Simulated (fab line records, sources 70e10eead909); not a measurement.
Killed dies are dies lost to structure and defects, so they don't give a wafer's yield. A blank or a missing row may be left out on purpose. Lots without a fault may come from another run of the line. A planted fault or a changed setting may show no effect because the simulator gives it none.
A struck lot beside a sound one | flow nand_harc | 15 steps out of a route of 1302
Sound: wafers L975.1, L975.2, L975.6. Struck: wafers L981.3, L981.5, L981.6. The cause comes at the end.
At each step with rows: each side's tool, then ch and its chambers, then its first start. Under that, the readings that differ: sound wafers | struck wafers | difference of the means | sigmas: that difference in standard deviations of wafers without a fault.
alike: readings whose means differ by less than 2 such deviations, and words and numbers that are the same on both sides. not compared: withheld readings, readings that some wafer has no value for, bounds like >300 that may hide the same value, and numbers for which the record gives no deviation and whose values overlap.
The two part at a step that has a row with sigmas, a row that says differs or no value, or rows on one side only. Numbers that don't overlap but have no deviation are shown without sigmas and don't part them. A reading that every wafer of one side lacks parts them only if that side has two wafers or more.

first, 1 step without rows for these wafers: NHARC_A_CONTACT_DESCUM_47 (chemistry O2, time 3 s).
NHARC_A_CONTACT_ETCH_48: etches the open film in CF4, target depth 39 nm, time 65 s.
  sound on rie_diel-05 ch 0,3, day 21 18:56; struck on rie_diel-01 ch 1,2,3, day 23 17:58
  alike: chamber_pressure_mTorr, drypump_motor_current_A, oes_product_au, rf_vpp_V, showerhead_plenum_p_Torr, throttle_valve_pct
  not compared: rf_hours_counter_h
then, 2 steps without rows for these wafers: NHARC_A_CONTACT_ETCH_49 (etches the open film in N2/H2, target depth 260 nm, time 475.3 s); NHARC_A_CONTACT_ETCH_50 (etches the open film in CF4/CHF3, target depth 121 nm, time 60.5 s).
NHARC_A_CONTACT_ETCH_51: etches the open film in O2/COS, target depth 7000 nm, time 1820 s.
  sound on rie_diel-05 ch 0,1,2; struck on rie_diel-01 ch 1,2
  reading                | sound                | struck               | difference | sigmas
  throttle_valve_pct (%) | 28.327 28.313 28.327 | 28.337 28.334 28.347 | +0.017     | +2
  alike: chamber_pressure_mTorr, drypump_motor_current_A, oes_product_au, rf_vpp_V, showerhead_plenum_p_Torr
  not compared: rf_hours_counter_h
NHARC_A_CONTACT_ETCH_111: etches the open film in C4F8/O2/Ar, time 140 s, target depth 700 nm.
  sound on har_cap_etch-03 ch 0,1, day 21 20:40; struck on har_cap_etch-01 ch 0,1, day 23 20:31
  alike: chamber_pressure_mTorr, oes_air_line_au
  not compared: rf_hours_counter_h
then, 2 steps without rows for these wafers: NHARC_A_CONTACT_ETCH_112 (etches the open film in C4F8/O2/Ar, time 190 s, target depth 1850 nm); NHARC_A_CONTACT_ETCH_113 (etches the open film in C4F8/O2/Ar, time 190 s, target depth 1850 nm).
NHARC_A_CONTACT_ETCH_114: etches the open film in C4F8/O2/Ar, time 190 s, target depth 1850 nm.
  sound on har_cap_etch-03 ch 0,1, day 21 21:23; struck on har_cap_etch-01 ch 0,1, day 23 21:03
  alike: chamber_pressure_mTorr, oes_air_line_au
  not compared: rf_hours_counter_h
then, 1 step without rows for these wafers: NHARC_A_CONTACT_ETCH_115 (etches the open film in C4F8/O2/Ar, time 190 s, target depth 1850 nm).
NHARC_A_CONTACT_ETCH_116: etches the open film in C4F8/O2/Ar, time 190 s, target depth 1850 nm.
  sound on har_cap_etch-03 ch 0,1, day 21 21:50; struck on har_cap_etch-01 ch 0,1, day 23 21:23
  alike: chamber_pressure_mTorr, oes_air_line_au
  not compared: rf_hours_counter_h
then, 1 step without rows for these wafers: NHARC_A_CONTACT_ETCH_117 (etches the open film in C4F8/O2/Ar, time 190 s, target depth 1850 nm).
NHARC_A_CONTACT_ETCH_118: etches the open film in C4F8/O2/Ar, time 190 s, target depth 1850 nm.
  sound on har_cap_etch-03 ch 0,1, day 21 22:17; struck on har_cap_etch-01 ch 0,1, day 23 21:44
  reading                        | sound                | struck               | difference | sigmas
  chamber_pressure_mTorr (mTorr) | 19.974 19.997 19.990 | 16.014 16.007 15.980 | -3.987     | -99 or more
  alike: oes_air_line_au
  not compared: rf_hours_counter_h
then, 2 steps without rows for these wafers: NHARC_A_CONTACT_ETCH_119 (etches the open film in C4F8/O2/Ar, time 190 s, target depth 1850 nm); NHARC_END_SORT_01.

WHERE THEY PART
First at NHARC_A_CONTACT_ETCH_51; last, within this record, at NHARC_A_CONTACT_ETCH_118.

WHY: what the simulator had put in
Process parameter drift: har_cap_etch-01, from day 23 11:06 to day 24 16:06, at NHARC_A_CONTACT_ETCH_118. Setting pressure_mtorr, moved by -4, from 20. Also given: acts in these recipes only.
